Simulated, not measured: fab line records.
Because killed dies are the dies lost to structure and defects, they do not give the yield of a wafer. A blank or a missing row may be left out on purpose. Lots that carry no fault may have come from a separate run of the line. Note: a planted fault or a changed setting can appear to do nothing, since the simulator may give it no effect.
Comparing a struck lot with a sound one	flow nand_harc	15 out of 1302 route steps
Sound: wafers L389.2, L389.3, L389.4. Struck: wafer L394.5. (L394.2 of the same lot was not struck and is left out.) The cause comes at the end.
Each step with rows lists, per side, the tool, then ch with its chambers, then its first start. Under that, the readings that differ: sound wafers	struck wafers	difference of the means	sigmas: that difference in standard deviations of wafers without a fault.
alike: readings with means less than 2 such deviations apart, plus words and numbers identical on both sides. not compared: withheld readings, readings lacking a value on some wafer, bounds such as >300 that could conceal the same value, and numbers that have no deviation in the record and whose values overlap.
The two part at a step that has a row with sigmas, a row that says differs or no value, or rows on one side only. Numbers that have no deviation but don't overlap get no sigmas and don't part them. Lack of a reading on every wafer of one side parts them only where that side has two or more wafers.

first, 4 steps without rows for these wafers: NHARC_A_DECK1_JOINT_CURE_26 (time 32 s); NHARC_A_DECK1_JOINT_ANNEAL_27 (time 3600 s); NHARC_A_DECK1_JOINT_ANNEAL_28 (time 1800 s); NHARC_A_DECK1_JOINT_ANNEAL_29 (time 1800 s).
NHARC_A_DECK1_JOINT_CMP_02: polishes SiOx.
  sound on cmp-04 ch 0,2,3, day 12 16:40; struck on cmp-02 ch 1, day 14 07:27
  alike: motor_current_A
following that, these wafers have no rows for 1 step: NHARC_A_DECK1_JOINT_SRD_15.
NHARC_A_DECK1_JOINT_DEP_16: deposits SiO2, target thk 45 nm.
  sound on pecvd-01 ch 0,1,2, day 12 17:04; struck on pecvd-03 ch 1, day 14 07:50
  alike: heater_power_w, throttle_valve_pct
NHARC_A_DECK1_JOINT_THK_MEAS_17: measures by ellipsometry.
  sound: film_metro-02 at day 12 17:20; struck: film_metro-02 at day 14 08:05
  alike: thk_nm
NHARC_A_DECK1_JOINT_INSPECT_05:
  sound: defect_inspect-01 at day 12 17:23; struck: defect_inspect-02 at day 14 08:08
  alike: raw_defect_count
then, 1 step without rows for these wafers: NHARC_A_ONON_D2_DEP_00 (target thk 1000 nm).
NHARC_A_ONON_D2_THK_MEAS_02: measures by ellipsometry.
  sound: film_metro-02 at day 12 17:58; struck: film_metro-02 at day 14 08:43
  alike: thk_nm
NHARC_A_ONON_D2_DEP_03: target thk 1000 nm.
  sound on pecvd_onon-03 ch 0, day 12 18:04; struck on pecvd_onon-03 ch 0, day 14 08:49
  alike: n2o_flow_sccm
NHARC_A_ONON_D2_THK_MEAS_05: measures by ellipsometry.
  sound: film_metro-01 at day 12 18:32; struck: film_metro-01 at day 14 09:16
reading	sound	struck	difference	sigmas
thk_nm (nm)	998 999 998	1544	+546	+55
then, 1 step without rows for these wafers: NHARC_A_ONON_D2_DEP_06 (target thk 1000 nm).
-- jump in the record: it breaks off in module A_ONON_D2 and resumes in module END (first step shown: number 1302 of the route), and 12 days separate the struck wafers' starts before and after --
NHARC_END_SORT_01:
  sound on prober-01 ch 0, day 24 20:05; struck on prober-01 ch 0, day 26 05:37
reading	sound	struck	difference	sigmas
killed_at_array	69 67 62	669	+603	+38
killed_dies	73 71 69	677	+606	+38
  alike: killed_at_other, killed_at_periphery, killed_open, killed_short

== WHERE THEY PART ==
At NHARC_A_ONON_D2_THK_MEAS_05 first; at NHARC_END_SORT_01 last (within this record only).

WHY: what the simulator had put in
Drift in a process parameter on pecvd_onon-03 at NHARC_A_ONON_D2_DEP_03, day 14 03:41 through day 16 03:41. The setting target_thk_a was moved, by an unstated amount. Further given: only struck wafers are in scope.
